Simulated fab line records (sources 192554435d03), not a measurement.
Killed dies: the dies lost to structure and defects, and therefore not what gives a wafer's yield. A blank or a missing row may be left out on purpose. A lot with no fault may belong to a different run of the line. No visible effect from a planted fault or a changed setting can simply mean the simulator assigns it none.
fab line records	flow n5Finfet
record lots=6	wafers=17	lastDay=18
route steps=1938 shown GATE_CUT@499 BEOL_M4@1111 PASSIVATION@1936
lots with no fault: from the same line, run without faults
startH: hours from the record's opening day to when the first of the lot's shown wafers began	waitH: how many hours have passed since the lot's step before this one	" same as the row above	L1.1+2: a row that stands for several wafers	- value missing, or start not given	* or withheld: withheld	< > ~ a bound
route shown NAME@n: names a module that has steps shown in the file, with the first one's number in the route	usual: the fault-free wafers' mean and standard deviation	same: alike in all rows	chamber/n: place in a boat	sites: the reading at each site	_std_site: the values' standard deviation	_edge_site: the outer-site mean with the inner-site mean subtracted	radiusMm: how far each site lies from the wafer's centre	mask NAME#n: copy n	behind: tool/chamber where the wafer was last shaped	hold: reason for holding the lot/hours on hold/outcome of the hold	device: transistor that didn't switch, given as n, p or np	end of line: tests run on the same wafers once the route is complete	for a step that has no rows: nothing shown but its recipe	killed: at the first sort, the dies lost to defects and structure; wafer yield is something else	map: the dies of a wafer, with x for killed, . for not killed, _ for no die there
set.NAME: setting as actually run; set.NAME@STEP: the setting as run at that earlier step	model.NAME: the simulator's own value behind a step, which no gauge read
certain route steps with their lots: each step a table, each wafer a row
services: the hour from which a tool's chamber was out of use, counted from the record's first day as startH (under 0 if before that day), plus the number of hours and why
## steps
# step N5_GATE_CUT_ETCH_19
# recipe chemistry=CH3F/O2	target=SiNx	maskMaterial=SiO2	targetDepthA=537	timeS=76.7	pressureMtorr=30	sourceW=395	biasW=73	Ar_flow_sccm=150	CH3F_flow_sccm=30	O2_flow_sccm=20	ionEnergyEv=120	ends=cleared
# usual biasW=73.00/0.22	drypumpMotorCurrentA=6.0/0.33	etchRfOnTimeS=77.4/1.6	oesProductAu=0.67/0.082	rfVppV=298/8.4	showerheadPlenumPTorr=1.98/0.065	throttleValvePct=16.36/0.25
lot.wafer	tool	chamber	startH	waitH	biasW	drypumpMotorCurrentA	etchRfOnTimeS	oesProductAu	rfHoursCounterH	rfVppV	showerheadPlenumPTorr	throttleValvePct
L154.2	rieDiel-01	2	107.20	0.0	73.00	6.0	77.7	0.63	141	304	2.08	16.47
L154.3	"	1	"	"	72.89	6.1	79.3	0.81	6	299	1.96	16.27
L154.6	"	0	"	"	72.74	6.2	80.1	0.59	-	293	2.06	16.53
L155.1	rieDiel-02	2	113.83	0.0	73.16	5.7	74.8	0.59	225	300	1.88	16.69
L155.2	"	3	"	"	72.81	5.8	76.8	0.64	163	315	1.91	16.10
L155.5	"	2	"	"	72.89	5.7	75.1	0.58	-	302	1.88	16.68
L160.1	rieDiel-01	3	144.96	0.0	73.27	5.9	79.5	0.61	191	300	1.99	16.43
L160.3	"	1	"	"	72.89	6.0	78.9	0.78	18	296	1.96	16.29
L160.5	"	2	"	"	72.62	6.0	77.6	0.63	-	305	2.07	16.50
L162.1	rieDiel-02	3	157.28	0.0	73.26	5.8	77.6	0.64	176	314	1.90	16.13
L162.3	"	2	"	"	72.81	5.7	76.0	0.57	235	300	1.88	16.71
L162.4	"	0	"	"	72.84	6.7	76.3	0.75	44	291	2.05	15.97
L169.3	rieDiel-01	0	200.82	0.0	72.96	6.2	77.0	0.79	13	292	2.05	16.07
L169.4	"	2	"	"	72.84	6.0	77.2	0.61	169	304	2.07	16.53
L169.5	"	3	"	"	72.85	5.9	79.7	0.59	-	298	1.99	16.48
L171.1	rieDiel-02	3	208.72	0.0	72.66	5.8	77.3	0.62	190	315	1.90	16.16
L171.5	"	0	"	"	72.62	6.7	74.2	0.75	-	292	2.04	15.99
# step N5_GATE_CUT_CUT_ETCH_53
# recipe chemistry=SF6/Cl2	target=W	maskMaterial=SiO2	targetDepthA=792	pressureMtorr=8	icpW=900	biasW=80	SF6_flow_sccm=40	Cl2_flow_sccm=60	ends=cleared
# usual SF6_flow_sccm=39.99/0.12	biasW=80.03/0.22	drypumpMotorCurrentA=5.59/0.25	etchRfOnTimeS=26.2/0.68	oesProductAu=0.71/0.14	throttleValvePct=29.42/0.21
lot.wafer	tool	chamber	startH	waitH	SF6_flow_sccm	biasW	drypumpMotorCurrentA	etchRfOnTimeS	oesProductAu	rfHoursCounterH	throttleValvePct
L154.2	rieMetal-02	0	107.31	0.1	40.07	80.05	5.29	26.9	0.56	116	29.22
L154.3	"	1	"	"	40.10	79.97	5.79	26.2	0.52	-	28.97
L154.6	"	1	"	"	40.00	79.84	5.81	26.1	0.52	-	28.97
L155.1	rieMetal-01	0	113.93	0.1	39.96	80.37	5.40	25.5	0.83	6	29.58
L155.2	"	0	"	"	39.97	79.73	5.41	26.0	0.82	-	29.58
L155.5	"	0	"	"	39.86	80.15	5.40	25.7	0.82	-	29.56
L160.1	rieMetal-01	1	145.07	0.1	40.26	79.66	5.79	25.6	0.89	2	29.78
L160.3	"	1	"	"	40.11	80.07	5.89	25.6	0.89	-	29.78
L160.5	"	0	"	"	40.01	79.82	5.40	25.7	0.80	-	29.57
L162.1	rieMetal-01	1	157.39	0.1	39.90	80.29	5.89	25.9	0.87	2	29.78
L162.3	"	0	"	"	40.08	79.69	5.41	25.6	0.80	-	29.58
L162.4	"	1	"	"	39.95	80.35	5.89	25.8	0.88	-	29.77
L169.3	rieMetal-03	1	200.97	0.1	39.93	80.26	5.44	27.1	0.66	-	29.30
L169.4	"	1	"	"	39.87	80.46	5.49	27.2	0.66	-	29.29
L169.5	"	1	"	"	40.05	80.29	5.43	27.2	0.66	-	29.31
L171.1	rieMetal-02	0	208.83	0.1	40.01	80.39	5.28	26.5	0.54	129	29.23
L171.5	"	0	"	"	40.09	79.91	5.28	26.2	0.55	-	29.26
# step N5_GATE_CUT_CUT_ETCH_54
# recipe chemistry=Cl2/BCl3	target=TiN	maskMaterial=SiO2	targetDepthA=967	pressureMtorr=10	icpW=1000	biasW=126	Cl2_flow_sccm=53.25	bcl3FlowSccm=21.75	Ar_flow_sccm=25	ends=cleared
# step N5_GATE_CUT_CUT_ETCH_55
# recipe chemistry=BCl3	target=HfO2	maskMaterial=SiO2	targetDepthA=32	ionEnergyEv=30	pressureMtorr=5	icpW=450	biasW=18	bcl3FlowSccm=80
# usual biasW=18.01/0.056	drypumpMotorCurrentA=5.59/0.25	oesProductAu=0.78/0.14	throttleValvePct=33.7/0.38
lot.wafer	tool	chamber	startH	waitH	biasW	drypumpMotorCurrentA	oesProductAu	rfHoursCounterH	throttleValvePct
L154.2	rieMetal-02	0	107.43	0.0	17.90	5.26	0.63	116	33.8
L154.3	"	1	"	"	18.10	5.81	0.57	-	32.8
L154.6	"	1	"	"	18.01	5.80	0.57	-	32.8
L155.1	rieMetal-01	0	114.17	0.1	17.88	5.39	0.90	6	33.8
L155.2	"	0	"	"	18.01	5.38	0.89	-	33.8
L155.5	"	0	"	"	17.92	5.39	0.89	-	33.8
L160.1	rieMetal-01	1	145.19	0.0	17.95	5.85	0.97	2	34.5
L160.3	"	1	"	"	18.04	5.83	0.97	-	34.5
L160.5	"	0	"	"	18.00	5.38	0.87	-	33.8
L162.1	rieMetal-01	1	157.51	0.0	18.03	5.89	0.96	3	34.5
L162.3	"	0	"	"	17.96	5.39	0.88	-	33.8
L162.4	"	1	"	"	18.03	5.85	0.95	-	34.5
L169.3	rieMetal-03	1	201.19	0.1	18.07	5.47	0.73	-	33.5
L169.4	"	1	"	"	18.00	5.48	0.74	-	33.5
L169.5	"	1	"	"	17.99	5.49	0.74	-	33.5
L171.1	rieMetal-02	0	208.95	0.0	18.07	5.30	0.62	129	33.8
L171.5	"	0	"	"	18.10	5.29	0.62	-	33.8
# step N5_GATE_CUT_ETCH_47
# recipe chemistry=Cl2/BCl3	target=SiO2	targetDepthA=100	pressureMtorr=10	icpW=1000	biasW=126	Cl2_flow_sccm=53.25	bcl3FlowSccm=21.75	Ar_flow_sccm=25
# usual biasW=126.1/0.34	drypumpMotorCurrentA=5.59/0.25	oesProductAu=0.78/0.14	throttleValvePct=23.13/0.17
lot.wafer	tool	chamber	startH	waitH	biasW	drypumpMotorCurrentA	oesProductAu	rfHoursCounterH	throttleValvePct
L154.2	rieMetal-02	0	107.46	0.0	125.9	5.28	0.64	116	23.08
L154.3	"	1	"	"	126.4	5.78	0.57	-	22.96
L154.6	"	1	"	"	126.3	5.82	0.57	-	22.95
L155.1	rieMetal-01	0	114.23	0.1	125.9	5.39	0.90	6	23.13
L155.2	"	0	"	"	126.6	5.39	0.91	-	23.10
L155.5	"	0	"	"	126.6	5.39	0.89	-	23.12
L160.1	rieMetal-01	1	145.22	0.0	126.1	5.83	0.97	2	23.43
L160.3	"	1	"	"	126.5	5.86	0.97	-	23.43
L160.5	"	0	"	"	126.2	5.39	0.87	-	23.12
L162.1	rieMetal-01	1	157.54	0.0	125.7	5.90	0.95	3	23.43
L162.3	"	0	"	"	126.2	5.39	0.87	-	23.12
L162.4	"	1	"	"	126.1	5.86	0.95	-	23.43
L169.3	rieMetal-03	1	201.25	0.1	125.8	5.47	0.74	-	22.96
L169.4	"	1	"	"	126.2	5.50	0.74	-	22.97
L169.5	"	1	"	"	125.8	5.49	0.74	-	22.96
L171.1	rieMetal-02	0	208.98	0.0	125.9	5.29	0.62	129	23.10
L171.5	"	0	"	"	126.4	5.29	0.62	-	23.11
# step N5_GATE_CUT_VAPOR_ETCH_48
# recipe chemistry=BCl3/Cl2	target=TiN	mode=isotropic
# step N5_GATE_CUT_VAPOR_ETCH_49
# recipe chemistry=BCl3/Cl2	target=TiAlC	mode=isotropic
# step N5_GATE_CUT_VAPOR_ETCH_51
# recipe chemistry=BCl3/Cl2	target=HfO2	mode=isotropic
# step N5_GATE_CUT_STRIP_21
# recipe chemistry=N2/H2	timeS=30	powerW=1000	tempC=250	pressureMtorr=withheld	n2FlowSccm=1750	h2FlowSccm=3250
# usual drypumpMotorCurrentA=5.7/0.52	h2FlowSccm=3251/10	heaterPowerW=348/19
lot.wafer	tool	chamber	startH	waitH	drypumpMotorCurrentA	h2FlowSccm	heaterPowerW	rfHoursCounterH
L154.2	plasmaAsher-01	1	107.60	0.0	6.4	3256	342	47
L154.3	"	0	"	"	5.1	3248	380	-
L154.6	"	0	"	"	5.1	3241	380	-
L155.1	plasmaAsher-02	0	114.49	0.1	5.8	3283	320	90
L155.2	"	1	"	"	5.5	3258	345	90
L155.5	"	1	"	"	5.5	3255	347	-
L160.1	plasmaAsher-02	0	145.39	0.1	5.8	3237	331	98
L160.3	"	0	"	"	5.8	3245	323	-
L160.5	"	0	"	"	5.8	3246	328	-
L162.1	plasmaAsher-02	0	157.68	0.0	5.8	3238	327	102
L162.3	"	0	"	"	5.8	3239	324	-
L162.4	"	1	"	"	5.4	3261	343	-
L169.3	plasmaAsher-01	0	201.51	0.1	5.1	3246	376	-
L169.4	"	1	"	"	6.4	3250	341	-
L169.5	"	0	"	"	5.1	3241	376	-
L171.1	plasmaAsher-01	1	209.12	0.0	6.4	3244	340	64
L171.5	"	1	"	"	6.4	3243	337	-
# step N5_GATE_CUT_STRIP_29
# recipe chemistry=postEtchResidueRemover	timeS=60	tempC=25	removerPh=withheld	removerWaterWtPct=withheld	removerFluorideWtPct=withheld
# step N5_GATE_CUT_SRD_52
# recipe dry=ipaMarangoni	timeS=30	tempC=23	rinseLiquid=diw
# step N5_GATE_CUT_ALD_22
# recipe material=SiNx	targetThkA=160	tempC=400	aldPrecursorFamily=SiH2I2	aldCoReactant=N2/H2-plasma	pulseTimeS=1	aldCycles=320	purgeTimeS=2	coReactantPurgeTimeS=2	pressureTorr=2
# step N5_GATE_CUT_CMP_23
# recipe stopOn=SiO2	tOverpolishS=23.4	postCmpClean=alkalineBrush	downForcePsi=2.5	platenRpm=51.8	padVelocityMS=1.0307	targetThkNm=16
# usual headPressurePsi=2.500/0.0058	motorCurrentA=8.7/1.1	overpolishRunS=23.400/0.0087	slurryFlowMlMin=150.0/0.49	timeToEndpointS=20/3.7
lot.wafer	tool	chamber	startH	waitH	headPressurePsi	motorCurrentA	overpolishRunS	slurryFlowMlMin	timeToEndpointS
L154.2	cmp-04	2	109.28	0.8	2.503	8.0	23.380	150.1	19
L154.3	"	3	"	"	2.499	8.8	23.405	150.2	21
L154.6	"	2	"	"	2.510	8.0	23.389	149.5	18
L155.2	cmp-01	0	116.14	0.8	2.498	8.1	23.388	149.4	15
L155.1	"	1	"	"	2.498	10.7	23.402	149.5	17
L155.5	"	1	"	"	2.486	11.0	23.410	149.4	14
L160.3	cmp-01	3	147.07	0.8	2.753	8.0	23.405	149.9	15
L160.1	"	1	"	"	2.747	11.4	23.402	149.8	15
L160.5	"	3	"	"	2.749	7.6	23.382	150.4	15
L162.4	cmp-01	3	159.36	0.8	2.745	8.1	23.396	150.0	19
L162.3	"	0	"	"	2.749	8.7	23.402	150.0	16
L162.1	"	1	"	"	2.755	11.1	23.411	150.4	14
L169.4	cmp-04	0	203.21	0.8	2.508	9.2	23.409	150.4	27
L169.3	"	1	"	"	2.502	7.4	23.405	149.9	21
L169.5	"	2	"	"	2.489	8.5	23.398	149.9	22
L171.1	cmp-03	2	210.80	0.8	2.500	10.6	23.396	149.8	18
L171.5	"	1	"	"	2.499	8.4	23.395	150.5	24
# step N5_GATE_CUT_THK_MEAS_24
# recipe reads=SiO2_of_GATE_CUT_HM_DEP_46+SiO2_flowable_of_ILD0_FCVD_FILL_01
# usual GC_FILL_THK=219.8/2
lot.wafer	tool	chamber	startH	waitH	GC_FILL_THK[nm]
L154.2	filmMetro-02	-	109.54	-	220.8
L154.3	"	-	"	"	215.6
L154.6	"	-	"	"	220.9
L155.1	filmMetro-01	-	116.43	-	218.4
L155.2	"	-	"	"	214.9
L155.5	"	-	"	"	218.8
L160.1	filmMetro-02	-	147.33	-	218.8
L160.3	"	-	"	"	219.8
L160.5	"	-	"	"	221.4
L162.1	filmMetro-02	-	159.62	-	217.6
L162.3	"	-	"	"	216.7
L162.4	"	-	"	"	218.0
L169.3	filmMetro-01	-	203.43	-	222.4
L169.4	"	-	"	"	223.8
L169.5	"	-	"	"	225.0
L171.1	filmMetro-02	-	211.06	-	220.0
L171.5	"	-	"	"	218.9
# step N5_BEOL_M4_RC_MEAS_101
# usual DIBL_N=36.1/2	DIBL_P=36.3/2.5	IOFF_N=0.16/0.037	IOFF_P=0.21/0.039	ION_N=678/15	ION_P=465/8.7	SS_N=71.4/0.7	SS_P=73.3/0.74	VT_N=249/3.6	VT_P=-250.0/2.9
lot.wafer	tool	chamber	startH	waitH	DIBL_N[mV/V]	DIBL_P[mV/V]	IOFF_N[nA/um]	IOFF_P[nA/um]	ION_N[uA/um]	ION_P[uA/um]	SS_N[mV/dec]	SS_P[mV/dec]	VT_N[mV]	VT_P[mV]
L154.2	prober-01	0	195.98	0.2	37.2	35.3	0.16	0.21	684	466	71.8	73.9	249	-250.5
L154.3	"	0	"	"	35.7	33.3	0.12	0.18	671	465	71.1	72.5	255	-252.7
L154.6	"	0	"	"	40.8	38.9	0.23	0.28	690	457	72.8	74.5	245	-249.0
L155.1	prober-02	0	197.80	0.0	33.9	35.8	0.13	0.19	665	464	71.0	72.8	254	-252.9
L155.2	"	0	"	"	36.1	37.4	0.16	0.20	682	467	71.2	73.4	251	-253.5
L155.5	"	0	"	"	33.3	34.6	0.12	0.18	668	462	70.1	73.2	255	-254.2
L160.1	prober-02	0	238.76	0.0	38.3	37.1	0.21	0.25	692	466	72.3	74.3	245	-248.0
L160.3	"	0	"	"	36.3	35.6	0.16	0.21	692	472	72.3	73.4	250	-250.9
L160.5	"	0	"	"	38.0	38.4	0.20	0.27	717	484	72.4	74.0	246	-247.1
L162.1	prober-02	0	256.28	0.0	35.6	35.2	0.17	0.19	685	467	71.0	72.9	248	-252.2
L162.3	"	0	"	"	33.7	33.8	0.13	0.18	677	465	70.9	72.3	252	-252.4
L162.4	"	0	"	"	34.7	34.0	0.14	0.19	658	453	71.0	72.8	250	-252.1
L171.1	prober-02	0	306.06	0.0	36.8	38.6	0.19	0.22	713	477	71.3	74.0	245	-247.3
L171.5	"	0	"	"	36.4	38.1	0.18	0.21	700	469	70.8	73.5	247	-251.2
L169.3	prober-02	0	308.58	0.3	34.3	35.7	0.13	0.20	681	470	70.7	73.4	254	-250.4
L169.4	"	0	"	"	34.2	35.2	0.14	0.20	667	456	70.6	72.8	250	-253.2
L169.5	"	0	"	"	38.5	40.9	0.22	0.27	704	481	71.8	73.7	245	-248.8
# step N5_PASSIVATION_PROBE_49
# usual defectLimitedYield=91.1/1.3	killed_at_M0_to_M3=32/9.7	killed_at_M4_up=16/6	killedAtContacts=12/5.9	killedAtFrontEnd=41/11	killedAtOther=4/3.1	killedDies=104/16	killedOpen=68/12	killedShort=34/7.4	sort_bin_5_function=5.1/0.85	sort_bin_6_memory=3.3/0.66	sortNPass=1075/16	sortYieldPct=91.1/1.4
# same grossDies=1180	killedAtBackSide=0	sort_bin_4_leakage[%]=0	sort_bin_8_speed[%]=0
lot.wafer	tool	chamber	startH	waitH	defectLimitedYield[%]	killed_at_M0_to_M3	killed_at_M4_up	killedAtContacts	killedAtFrontEnd	killedAtOther	killedDies	killedOpen	killedShort	sort_bin_5_function[%]	sort_bin_6_memory[%]	sortNPass	sortYieldPct[%]
L162.4	prober-01	-	367.71	0.2	92.2	27	11	4	45	5	92	67	24	4.0	3.5	1088	92.2
# killed by level:class
L162.4 FIN_SAQP:geometricParticle:open=14 GATE_CUT:geometricParticle:open=7 BEOL_M2:geometricParticle:open=7 ILD0:geometricParticle:open=6 BEOL_M0_SAQP:geometricParticle:open=6 BEOL_M0_SAQP:geometricParticle:short=6 BEOL_M4:geometricParticle:open=6 STARTING-WAFER:geometricParticle:open=5
## services
tool	chamber	startH	hours	kind
rieMetal-01	1	111.38	-	clean
rieMetal-01	1	111.38	16.4	scheduledDown
rieMetal-01	1	111.38	16.4	ventCycle
rieDiel-02	2	114.71	9.7	repair
rieMetal-03	-	119.00	2.8	pm
cmp-03	-	119.44	0.9	repair
rieMetal-02	1	127.65	-	clean
rieMetal-02	1	127.65	19.8	scheduledDown
rieMetal-02	1	127.65	19.8	ventCycle
plasmaAsher-01	-	137.25	14.6	pm
cmp-04	-	140.74	4.0	pm
rieDiel-01	0	143.73	-	clean
rieDiel-01	0	143.73	-	consumableReplace:focusRing
cmp-01	-	147.27	0.3	repair
cmp-01	-	151.92	1.6	repair
rieMetal-01	-	158.39	2.1	repair
rieDiel-02	3	159.82	13.2	repair
cmp-04	-	171.47	3.7	pm
plasmaAsher-02	-	178.06	0.3	repair
rieDiel-01	-	185.38	2.8	pm
cmp-03	-	185.96	4.0	pm
rieMetal-03	0	188.68	12.9	repair
cmp-03	-	202.86	7.1	pm
rieDiel-01	1	203.57	9.8	repair
## key
firstSign step=N5_GATE_CUT_CMP_23	reading=headPressurePsi	direction=up	sigmas=43	usual=2.500	struck=2.750
effect none on later readings
metAt N5_GATE_CUT_CMP_23
struckWafers L160.1,L160.3,L160.5,L162.1,L162.3,L162.4
baselineLoss step=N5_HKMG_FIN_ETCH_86	wafers=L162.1
onsetBetween 116.14 147.07
earlierFault kind=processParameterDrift	tool=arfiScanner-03	chamber=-	onsetH=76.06	steps=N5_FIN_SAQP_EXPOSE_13	channel=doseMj	offset=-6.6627	shape=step	actsIn=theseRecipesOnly	stated=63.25
fault kind=processParameterDrift	tool=cmp-01	chamber=-	onsetH=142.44	steps=N5_GATE_CUT_CMP_23	channel=downForcePsi	offset=0.24989	shape=step	actsIn=theseRecipesOnly	stated=2.5
# baselineLoss: these wafers lose ten dies or more at that step, a loss of the line's own and not of a fault; the sort's usual values leave them out
